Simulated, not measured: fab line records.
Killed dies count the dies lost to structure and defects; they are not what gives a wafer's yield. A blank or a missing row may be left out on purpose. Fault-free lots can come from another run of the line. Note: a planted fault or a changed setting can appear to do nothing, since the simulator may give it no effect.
What tool caused it? / flow nand_harc / Sampling: 11 lots, 30 wafers, 2 of 1302 route steps

== WHAT THE GAUGES SHOWED, per wafer ==
NHARC_P_ZERO_WELL_CD_MEAS_11 targets a cd of 500 nm.
lot=L279; measured=day 2 07:14; on=cd_sem-02; cd_nm (nm)=501.0 499.0 496.3
lot=L280; measured=day 2 17:15; on=cd_sem-01; cd_nm (nm)=500.5 500.6 496.5
lot=L284; measured=day 4 09:14; on=cd_sem-03; cd_nm (nm)=499.8 498.9 500.3
lot=L285; measured=day 4 19:14; on=cd_sem-02; cd_nm (nm)=494.5 498.3 498.9
lot=L291; measured=day 7 07:08; on=cd_sem-01; cd_nm (nm)=499.3 476.1
lot=L292; measured=day 7 17:14; on=cd_sem-03; cd_nm (nm)=476.1 498.0
lot=L294; measured=day 8 13:14; on=cd_sem-02; cd_nm (nm)=497.1 476.0
lot=L295; measured=day 8 23:07; on=cd_sem-03; cd_nm (nm)=499.4 499.0 499.5
lot=L296; measured=day 9 09:14; on=cd_sem-02; cd_nm (nm)=497.1 500.4 498.0
lot=L300; measured=day 11 01:14; on=cd_sem-03; cd_nm (nm)=500.7 498.8 499.6
lot=L301; measured=day 11 11:14; on=cd_sem-02; cd_nm (nm)=498.7 499.6 501.4

== WHICH TOOL RAN EACH LOT (tool, then ch and the chambers of the sampled wafers, then the start) ==
lot=L279; NHARC_P_ZERO_WELL_PEB_09=litho_track-05 ch 0, day 2 07:09
lot=L280; NHARC_P_ZERO_WELL_PEB_09=litho_track-05 ch 0, day 2 17:10
lot=L284; NHARC_P_ZERO_WELL_PEB_09=litho_track-05 ch 0, day 4 09:09
lot=L285; NHARC_P_ZERO_WELL_PEB_09=litho_track-05 ch 0, day 4 19:09
lot=L291; NHARC_P_ZERO_WELL_PEB_09=litho_track-05 ch 0, day 7 07:02
lot=L292; NHARC_P_ZERO_WELL_PEB_09=litho_track-05 ch 0, day 7 17:09
lot=L294; NHARC_P_ZERO_WELL_PEB_09=litho_track-05 ch 0, day 8 13:10
lot=L295; NHARC_P_ZERO_WELL_PEB_09=litho_track-07 ch 0, day 8 23:02
lot=L296; NHARC_P_ZERO_WELL_PEB_09=litho_track-07 ch 0, day 9 09:09
lot=L300; NHARC_P_ZERO_WELL_PEB_09=litho_track-05 ch 0, day 11 01:09
lot=L301; NHARC_P_ZERO_WELL_PEB_09=litho_track-05 ch 0, day 11 11:10
- NHARC_P_ZERO_WELL_PEB_09: peb time 80 s.

== THE ANSWER, worked out from the rows above alone ==
Rule: usual is defined by the lots themselves. Put in order of their means at a reading, lots are off if they are a third of the lots or fewer, leave a main group of 4 or more, and stand apart from it by a gap of 3 or more times the standard deviation of the main group's means; of several such gaps the widest counts. A main group whose means are all the same, to the digits that the tables above print for the reading, isn't used. Also off: a lot with no number at a reading for which 4 or more lots have one. The other lots that the step has rows for count as sound.
Off at NHARC_P_ZERO_WELL_CD_MEAS_11 (cd_nm): L291, L292, L294. The main group: mean 499.0 nm, standard deviation 0.81.
If a tool, at a process step before that reading, ran all the lots that are off and no sound lot after the first of them, it fits. The gauges at NHARC_P_ZERO_WELL_CD_MEAS_11 are tried like those tools. Of those tried, none fits.

== WHAT WAS PUT IN BY THE SIMULATOR ==
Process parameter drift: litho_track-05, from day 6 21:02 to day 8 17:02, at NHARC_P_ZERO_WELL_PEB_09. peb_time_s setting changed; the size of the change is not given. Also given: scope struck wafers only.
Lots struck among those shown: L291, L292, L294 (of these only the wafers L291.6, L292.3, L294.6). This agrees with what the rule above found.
